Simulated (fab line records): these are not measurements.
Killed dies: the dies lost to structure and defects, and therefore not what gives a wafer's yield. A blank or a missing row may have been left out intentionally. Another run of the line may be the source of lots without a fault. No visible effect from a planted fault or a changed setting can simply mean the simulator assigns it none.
Which tool was responsible?	flow nand_harc	24 lots, 72 wafers sampled, at 6 steps of a route of 1302

== WHAT THE GAUGES READ, wafer by wafer ==
The record lacks any reading of a measuring or inspecting step that a usual standard deviation could be used to judge.

== WHICH TOOL RAN EACH LOT (tool, then ch and the chambers of the sampled wafers, then the start) ==
lot	NHARC_A_STAIRCASE_TRIM_235	NHARC_A_STAIRCASE_ETCH_273	NHARC_A_STAIRCASE_ETCH_294	NHARC_A_STAIRCASE_STRIP_295	NHARC_A_STAIRCASE_DEP_322	NHARC_A_SGD_CUT_ETCH_58
L075	rie_diel-12 ch 1,2,3, day 18 10:32 or earlier	rie_diel-13 ch 0,3, day 18 10:32 or earlier	rie_diel-13 ch 1,2, day 18 10:32 or earlier	rie_diel-13 ch 1,2,3, day 18 10:32 or earlier	pecvd-01 ch 0,1, day 18 10:32	rie_diel-04 ch 1,3, day 19 14:34
L074	rie_diel-13 ch 1,3, day 18 10:26 or earlier	rie_diel-02 ch 0,2,3, day 18 10:26 or earlier	rie_diel-12 ch 0,2,3, day 18 10:26 or earlier	rie_diel-12 ch 0,1,3, day 18 10:26 or earlier	pecvd-04 ch 0,2, day 18 10:26	rie_diel-06 ch 0,2,3, day 19 14:18
L076	rie_diel-02 ch 0,1, day 18 23:14 or earlier	rie_diel-13 ch 0,1,3, day 18 23:14 or earlier	rie_diel-12 ch 0,1,3, day 18 23:14 or earlier	rie_diel-12 ch 1,3, day 18 23:14 or earlier	pecvd-01 ch 1,2, day 18 23:14	rie_diel-04 ch 0,1,2, day 20 01:59
L077	rie_diel-12 ch 0,3, day 19 19:02 or earlier	rie_diel-12 ch 0,3, day 19 19:02 or earlier	rie_diel-02 ch 0,2,3, day 19 19:02 or earlier	rie_diel-02 ch 0,1,2, day 19 19:02 or earlier	pecvd-01 ch 1,2, day 19 19:02	rie_diel-06 ch 1,2,3, day 20 23:19
L079	rie_diel-12 ch 0,1,3, day 20 02:53 or earlier	rie_diel-13 ch 1,2,3, day 20 02:53 or earlier	rie_diel-12 ch 0,1,2, day 20 02:53 or earlier	rie_diel-12 ch 1,2,3, day 20 02:53 or earlier	pecvd-02 ch 0,2, day 20 02:53	rie_diel-04 ch 0,2,3, day 21 07:40
L078	rie_diel-13 ch 0,3, day 20 15:05 or earlier	rie_diel-02 ch 1,2, day 20 15:05 or earlier	rie_diel-02 ch 1,2,3, day 20 15:05 or earlier	rie_diel-02 ch 1,2,3, day 20 15:05 or earlier	pecvd-04 ch 0,1,2, day 20 15:05	rie_diel-04 ch 0,1, day 21 22:50
L081	rie_diel-02 ch 1,2,3, day 21 00:47 or earlier	rie_diel-02 ch 1,2, day 21 00:47 or earlier	rie_diel-02 ch 0,1, day 21 00:47 or earlier	rie_diel-02 ch 0,1, day 21 00:47 or earlier	pecvd-02 ch 0,1,2, day 21 00:47	rie_diel-06 ch 1,2,3, day 22 08:48
L080	rie_diel-02 ch 1,3, day 21 00:50 or earlier	rie_diel-12 ch 0,2, day 21 00:50 or earlier	rie_diel-13 ch 0,1,2, day 21 00:50 or earlier	rie_diel-13 ch 0,3, day 21 00:50 or earlier	pecvd-01 ch 0,1, day 21 00:50	rie_diel-07 ch 0,1,2, day 22 12:00
L082	rie_diel-02 ch 0,1, day 21 13:46 or earlier	rie_diel-13 ch 0,1,3, day 21 13:46 or earlier	rie_diel-12 ch 1,3, day 21 13:46 or earlier	rie_diel-12 ch 1,2,3, day 21 13:46 or earlier	pecvd-02 ch 0,1, day 21 13:46	rie_diel-04 ch 0,1,2, day 22 19:26
L083	rie_diel-13 ch 2,3, day 21 13:58 or earlier	rie_diel-13 ch 1,2, day 21 13:58 or earlier	rie_diel-13 ch 1,3, day 21 13:58 or earlier	rie_diel-13 ch 1,2, day 21 13:58 or earlier	pecvd-04 ch 0,1,2, day 21 13:58	rie_diel-07 ch 0,1, day 22 19:20
L084	rie_diel-12 ch 0,2,3, day 22 06:02 or earlier	rie_diel-02 ch 1,2,3, day 22 06:02 or earlier	rie_diel-13 ch 1,2,3, day 22 06:02 or earlier	rie_diel-13 ch 1,2,3, day 22 06:02 or earlier	pecvd-02 ch 1,2, day 22 06:02	rie_diel-07 ch 0,1,3, day 23 09:47
L085	rie_diel-02 ch 0,3, day 22 23:37 or earlier	rie_diel-12 ch 0,3, day 22 23:37 or earlier	rie_diel-13 ch 0,1,2, day 22 23:37 or earlier	rie_diel-13 ch 1,2, day 22 23:37 or earlier	pecvd-04 ch 0,1,2, day 22 23:37	rie_diel-07 ch 0,1, day 24 01:05
L086	rie_diel-13 ch 0,1,2, day 23 05:54 or earlier	rie_diel-13 ch 2,3, day 23 05:54 or earlier	rie_diel-13 ch 0,1,2, day 23 05:54 or earlier	rie_diel-13 ch 0,1,2, day 23 05:54 or earlier	pecvd-01 ch 0,1,2, day 23 05:54	rie_diel-06 ch 0,1,3, day 24 08:05
L087	rie_diel-02 ch 0,1,3, day 23 05:43 or earlier	rie_diel-12 ch 1,2,3, day 23 05:43 or earlier	rie_diel-13 ch 0,1, day 23 05:43 or earlier	rie_diel-13 ch 0,1, day 23 05:43 or earlier	pecvd-02 ch 0,1, day 23 05:43	rie_diel-07 ch 0,2,3, day 24 09:39
L088	rie_diel-02 ch 1,3, day 24 14:30 or earlier	rie_diel-13 ch 0,3, day 24 14:30 or earlier	rie_diel-12 ch 1,3, day 24 14:30 or earlier	rie_diel-12 ch 1,3, day 24 14:30 or earlier	pecvd-04 ch 0,2, day 24 14:30	rie_diel-07 ch 0,1,2, day 25 19:13
L089	rie_diel-02 ch 0,1,2, day 24 14:41 or earlier	rie_diel-12 ch 1,2,3, day 24 14:41 or earlier	rie_diel-02 ch 0,2,3, day 24 14:41 or earlier	rie_diel-02 ch 0,1,2, day 24 14:41 or earlier	pecvd-01 ch 1,2, day 24 14:41	rie_diel-06 ch 0,2,3, day 25 19:31
L090	rie_diel-02 ch 0,3, day 24 19:32 or earlier	rie_diel-13 ch 0,1,2, day 24 19:32 or earlier	rie_diel-13 ch 0,1,3, day 24 19:32 or earlier	rie_diel-13 ch 0,3, day 24 19:32 or earlier	pecvd-01 ch 0,1,2, day 24 19:32	rie_diel-07 ch 2,3, day 26 05:55
L091	rie_diel-02 ch 2,3, day 24 19:46 or earlier	rie_diel-12 ch 0,1,3, day 24 19:46 or earlier	rie_diel-02 ch 0,1,3, day 24 19:46 or earlier	rie_diel-02 ch 0,2, day 24 19:46 or earlier	pecvd-04 ch 1,2, day 24 19:46	rie_diel-06 ch 1,2,3, day 26 05:17
L092	rie_diel-12 ch 1,2, day 25 13:39 or earlier	rie_diel-13 ch 0,2,3, day 25 13:39 or earlier	rie_diel-13 ch 0,1,3, day 25 13:39 or earlier	rie_diel-13 ch 0,1,3, day 25 13:39 or earlier	pecvd-01 ch 0,1,2, day 25 13:39	rie_diel-04 ch 1,2, day 26 19:46
L093	rie_diel-12 ch 0,2,3, day 26 04:46 or earlier	rie_diel-12 ch 0,3, day 26 04:46 or earlier	rie_diel-12 ch 0,3, day 26 04:46 or earlier	rie_diel-12 ch 1,2, day 26 04:46 or earlier	pecvd-04 ch 0,2, day 26 04:46	rie_diel-06 ch 0,1, day 27 07:07
L096	rie_diel-12 ch 1,3, day 24 19:49	rie_diel-13 ch 1,2, day 26 15:37 or earlier	rie_diel-13 ch 0,2,3, day 26 15:37 or earlier	rie_diel-13 ch 0,3, day 26 15:37 or earlier	pecvd-01 ch 0,1, day 26 15:37	rie_diel-06 ch 0,2, day 27 17:24
L094	rie_diel-13 ch 0,2,3, day 26 15:47 or earlier	rie_diel-12 ch 0,1,2, day 26 15:47 or earlier	rie_diel-12 ch 0,1,2, day 26 15:47 or earlier	rie_diel-12 ch 0,1,3, day 26 15:47 or earlier	pecvd-02 ch 0,2, day 26 15:47	rie_diel-07 ch 0,2,3, day 27 18:21
L095	rie_diel-13 ch 0,1,3, day 26 16:05 or earlier	rie_diel-12 ch 0,1, day 26 16:05 or earlier	rie_diel-12 ch 1,2,3, day 26 16:05 or earlier	rie_diel-12 ch 1,2,3, day 26 16:05 or earlier	pecvd-04 ch 0,1,2, day 26 16:05	rie_diel-04 ch 0,1,3, day 27 20:32
L097	rie_diel-02 ch 0,2, day 27 15:05 or earlier	rie_diel-02 ch 0,3, day 27 15:05 or earlier	rie_diel-12 ch 1,2, day 27 15:05 or earlier	rie_diel-12 ch 0,2, day 27 15:05 or earlier	pecvd-02 ch 0,1, day 27 15:05	rie_diel-07 ch 0,2,3, day 28 20:37
- NHARC_A_STAIRCASE_TRIM_235: chemistry O2, time 211.2 s.
- NHARC_A_STAIRCASE_ETCH_273: etches the open film in C4F8/O2/Ar, target depth 10200 nm, time 2468.6 s.
- NHARC_A_STAIRCASE_ETCH_294: etches the open film in C4F8/O2/Ar, target depth 4989 nm, time 1211.6 s.
- NHARC_A_STAIRCASE_STRIP_295: strips in O2.
- NHARC_A_STAIRCASE_DEP_322: deposits SiO2, target thk 7200 nm.
- NHARC_A_SGD_CUT_ETCH_58: etches the open film in CF4, target depth 39 nm, time 65 s.

== WHAT THE TOOLS THEMSELVES READ (means of the sampled wafers that have a number; where no wafer has one, the mark that the record gives instead) ==
NHARC_A_STAIRCASE_TRIM_235. Usual: drypump_motor_current_A 5.8 A, standard deviation 0.59; oes_product_au 1.000 a.u., standard deviation 0.0087; rf_vpp_V 57.8 V, standard deviation 0.9; showerhead_plenum_p_Torr 3.52 Torr, standard deviation 0.18; throttle_valve_pct 17.036 %, standard deviation 0.0092.
lot	tool	drypump_motor_current_A (A)	oes_product_au (a.u.)	rf_vpp_V (V)	showerhead_plenum_p_Torr (Torr)	throttle_valve_pct (%)	flag
L075	rie_diel-12	5.8	1.012	57.8	3.47	17.040	
L074	rie_diel-13	6.0	1.006	57.6	3.43	17.028	
L076	rie_diel-02	5.3	1.015	57.9	3.44	17.037	
L077	rie_diel-12	5.4	1.004	57.6	3.53	17.043	
L079	rie_diel-12	5.7	0.996	57.4	3.48	17.034	
L078	rie_diel-13	6.0	1.001	57.8	3.55	17.036	
L081	rie_diel-02	5.8	0.996	57.3	3.56	17.043	
L080	rie_diel-02	5.3	0.993	57.5	3.67	17.042	
L082	rie_diel-02	5.5	0.990	58.5	3.78	17.028	
L083	rie_diel-13	5.4	0.992	57.7	3.55	17.045	
L084	rie_diel-12	5.2	0.994	57.9	3.58	17.033	
L085	rie_diel-02	5.9	0.997	57.5	3.53	17.021	
L086	rie_diel-13	6.0	1.004	57.7	3.38	17.035	
L087	rie_diel-02	5.6	1.002	58.7	3.65	17.030	
L088	rie_diel-02	5.6	0.994	57.6	3.53	17.031	
L089	rie_diel-02	5.8	1.002	57.6	3.66	17.034	
L090	rie_diel-02	5.9	1.000	58.1	3.52	17.025	
L091	rie_diel-02	6.4	0.996	57.9	3.43	17.035	
L092	rie_diel-12	6.0	1.008	58.0	3.57	17.044	
L093	rie_diel-12	5.2	1.005	58.3	3.56	17.034	
L096	rie_diel-12	6.0	0.989	57.5	3.55	17.038	
L094	rie_diel-13	5.6	0.991	57.6	3.48	17.039	
L095	rie_diel-13	6.0	1.004	57.0	3.46	17.037	
L097	rie_diel-02	6.0	1.000	57.6	3.64	17.042	

NHARC_A_STAIRCASE_ETCH_273. Usual: oes_product_au 0.940 a.u., standard deviation 0.012; rf_vpp_V 1825 V, standard deviation 13.
lot	tool	oes_product_au (a.u.)	rf_vpp_V (V)	flag
L075	rie_diel-13	0.948	1833	
L074	rie_diel-02	0.945	1829	
L076	rie_diel-13	0.941	1824	
L077	rie_diel-12	0.924	1818	
L079	rie_diel-13	0.951	1821	
L078	rie_diel-02	0.937	1831	
L081	rie_diel-02	0.922	1839	
L080	rie_diel-12	0.952	1808	
L082	rie_diel-13	0.920	1823	
L083	rie_diel-13	0.936	1813	
L084	rie_diel-02	0.942	1829	
L085	rie_diel-12	0.930	1825	
L086	rie_diel-13	0.950	1828	
L087	rie_diel-12	0.949	1834	
L088	rie_diel-13	0.932	1828	
L089	rie_diel-12	0.945	1834	
L090	rie_diel-13	0.948	1815	
L091	rie_diel-12	0.929	1821	
L092	rie_diel-13	0.940	1824	
L093	rie_diel-12	0.943	1825	
L096	rie_diel-13	0.957	1811	
L094	rie_diel-12	0.935	1826	
L095	rie_diel-12	0.949	1817	
L097	rie_diel-02	0.927	1825	

NHARC_A_STAIRCASE_ETCH_294. Usual: oes_product_au 0.931 a.u., standard deviation 0.0092; rf_vpp_V 1824 V, standard deviation 13.
lot	tool	oes_product_au (a.u.)	rf_vpp_V (V)	flag
L075	rie_diel-13	0.933	1812	
L074	rie_diel-12	0.919	1818	
L076	rie_diel-12	0.932	1823	
L077	rie_diel-02	0.926	1828	
L079	rie_diel-12	0.937	1813	
L078	rie_diel-02	0.923	1828	
L081	rie_diel-02	0.919	1846	
L080	rie_diel-13	0.940	1816	
L082	rie_diel-12	0.924	1830	
L083	rie_diel-13	0.928	1818	
L084	rie_diel-13	0.929	1820	
L085	rie_diel-13	0.935	1815	
L086	rie_diel-13	0.939	1816	
L087	rie_diel-13	0.920	1819	
L088	rie_diel-12	0.924	1829	
L089	rie_diel-02	0.929	1827	
L090	rie_diel-13	0.935	1822	
L091	rie_diel-02	0.942	1836	
L092	rie_diel-13	0.926	1822	
L093	rie_diel-12	0.924	1818	
L096	rie_diel-13	0.929	1823	
L094	rie_diel-12	0.934	1824	
L095	rie_diel-12	0.929	1833	
L097	rie_diel-12	0.938	1829	

NHARC_A_STAIRCASE_STRIP_295. Usual: drypump_motor_current_A 5.7 A, standard deviation 0.57; oes_product_au 1.002 a.u., standard deviation 0.0085; rf_vpp_V 57.6 V, standard deviation 0.93; showerhead_plenum_p_Torr 3.50 Torr, standard deviation 0.17; throttle_valve_pct 17.037 %, standard deviation 0.0095.
lot	tool	drypump_motor_current_A (A)	oes_product_au (a.u.)	rf_vpp_V (V)	showerhead_plenum_p_Torr (Torr)	throttle_valve_pct (%)	flag
L075	rie_diel-13	5.7	1.012	57.5	3.44	17.037	
L074	rie_diel-12	5.7	1.006	58.2	3.49	17.033	
L076	rie_diel-12	6.0	1.004	57.3	3.58	17.035	
L077	rie_diel-02	5.8	0.999	57.5	3.68	17.049	
L079	rie_diel-12	5.8	1.010	57.5	3.46	17.032	
L078	rie_diel-02	5.8	0.996	57.9	3.56	17.048	
L081	rie_diel-02	5.3	0.985	58.1	3.79	17.035	
L080	rie_diel-13	5.9	1.000	58.0	3.55	17.025	
L082	rie_diel-12	5.8	1.005	57.1	3.64	17.043	
L083	rie_diel-13	6.0	1.001	56.7	3.32	17.033	
L084	rie_diel-13	5.7	1.005	57.6	3.43	17.040	
L085	rie_diel-13	6.0	1.005	56.7	3.31	17.033	
L086	rie_diel-13	5.9	0.993	57.7	3.38	17.033	
L087	rie_diel-13	6.2	0.998	57.4	3.42	17.037	
L088	rie_diel-12	6.0	1.003	57.8	3.56	17.044	
L089	rie_diel-02	5.8	0.991	57.4	3.66	17.045	
L090	rie_diel-13	5.7	1.007	57.6	3.58	17.033	
L091	rie_diel-02	6.3	0.999	57.4	3.54	17.032	
L092	rie_diel-13	6.0	0.999	57.9	3.46	17.041	
L093	rie_diel-12	5.6	1.010	58.6	3.68	17.040	
L096	rie_diel-13	5.7	1.009	57.8	3.57	17.029	
L094	rie_diel-12	5.7	1.002	57.0	3.45	17.026	
L095	rie_diel-12	5.8	1.000	57.7	3.61	17.047	
L097	rie_diel-12	5.0	0.999	57.4	3.45	17.031	

NHARC_A_STAIRCASE_DEP_322. Usual: heater_power_w at 632 W, with a standard deviation of 120.
lot	tool	heater_power_w (W)	flag
L075	pecvd-01	623	
L074	pecvd-04	619	
L076	pecvd-01	746	
L077	pecvd-01	726	
L079	pecvd-02	581	
L078	pecvd-04	601	
L081	pecvd-02	574	
L080	pecvd-01	727	
L082	pecvd-02	629	
L083	pecvd-04	675	
L084	pecvd-02	633	
L085	pecvd-04	659	
L086	pecvd-01	610	
L087	pecvd-02	644	
L088	pecvd-04	657	
L089	pecvd-01	663	
L090	pecvd-01	615	
L091	pecvd-04	672	
L092	pecvd-01	690	
L093	pecvd-04	655	
L096	pecvd-01	657	
L094	pecvd-02	560	
L095	pecvd-04	607	
L097	pecvd-02	663	

NHARC_A_SGD_CUT_ETCH_58. Usual: drypump_motor_current_A 5.8 A, standard deviation 0.45; oes_product_au 0.999 a.u., standard deviation 0.0096; rf_vpp_V 151.2 V, standard deviation 1.2; showerhead_plenum_p_Torr 1.77 Torr, standard deviation 0.068; throttle_valve_pct 13.284 %, standard deviation 0.0094.
lot	tool	drypump_motor_current_A (A)	oes_product_au (a.u.)	rf_vpp_V (V)	showerhead_plenum_p_Torr (Torr)	throttle_valve_pct (%)	flag
L075	rie_diel-04	6.0	0.992	151.8	1.78	13.283	
L074	rie_diel-06	5.8	1.003	151.8	1.75	13.287	
L076	rie_diel-04	5.4	1.001	151.0	1.80	13.273	
L077	rie_diel-06	5.8	1.010	151.7	1.75	13.279	
L079	rie_diel-04	5.6	1.001	151.2	1.76	13.283	
L078	rie_diel-04	5.2	0.998	151.3	1.82	13.287	
L081	rie_diel-06	5.8	1.000	151.0	1.75	13.292	
L080	rie_diel-07	5.6	0.993	150.5	1.70	13.287	
L082	rie_diel-04	5.4	1.003	151.4	1.80	13.279	
L083	rie_diel-07	5.7	0.996	151.1	1.70	13.280	
L084	rie_diel-07	5.9	1.004	151.3	1.76	13.278	
L085	rie_diel-07	5.8	1.006	150.3	1.70	13.283	
L086	rie_diel-06	5.8	1.001	152.1	1.80	13.289	
L087	rie_diel-07	6.0	0.997	151.0	1.76	13.289	
L088	rie_diel-07	5.6	1.002	150.0	1.70	13.282	
L089	rie_diel-06	5.9	1.006	151.4	1.75	13.290	
L090	rie_diel-07	6.2	1.002	151.6	1.82	13.275	
L091	rie_diel-06	5.8	0.995	150.2	1.75	13.280	
L092	rie_diel-04	5.6	0.996	151.0	1.77	13.280	
L093	rie_diel-06	6.0	0.994	152.3	1.83	13.279	
L096	rie_diel-06	6.1	0.991	150.6	1.72	13.282	
L094	rie_diel-07	6.0	0.990	151.5	1.76	13.289	
L095	rie_diel-04	5.7	0.996	150.2	1.78	13.283	
L097	rie_diel-07	6.0	0.999	151.2	1.76	13.282	

== THE ANSWER, worked out from the rows above alone ==
Rule: lot off if the mean of its wafers having a number is beyond 3 standard deviations from the usual mean. Also off: a lot with no number at a reading for which 4 or more lots have one. Where the step has rows for the other lots, those lots are counted as sound. After the gauges, taken in route order, come the tools' own readings; for these a lot's mean is taken, as printed above. The first step at which some lot is off is used, and at that step the reading that is off furthest; a lot without a number counts as furthest.
None of the lots is off at any reading shown; this tells nothing.

== WHAT THE SIMULATOR HAD PUT IN ==
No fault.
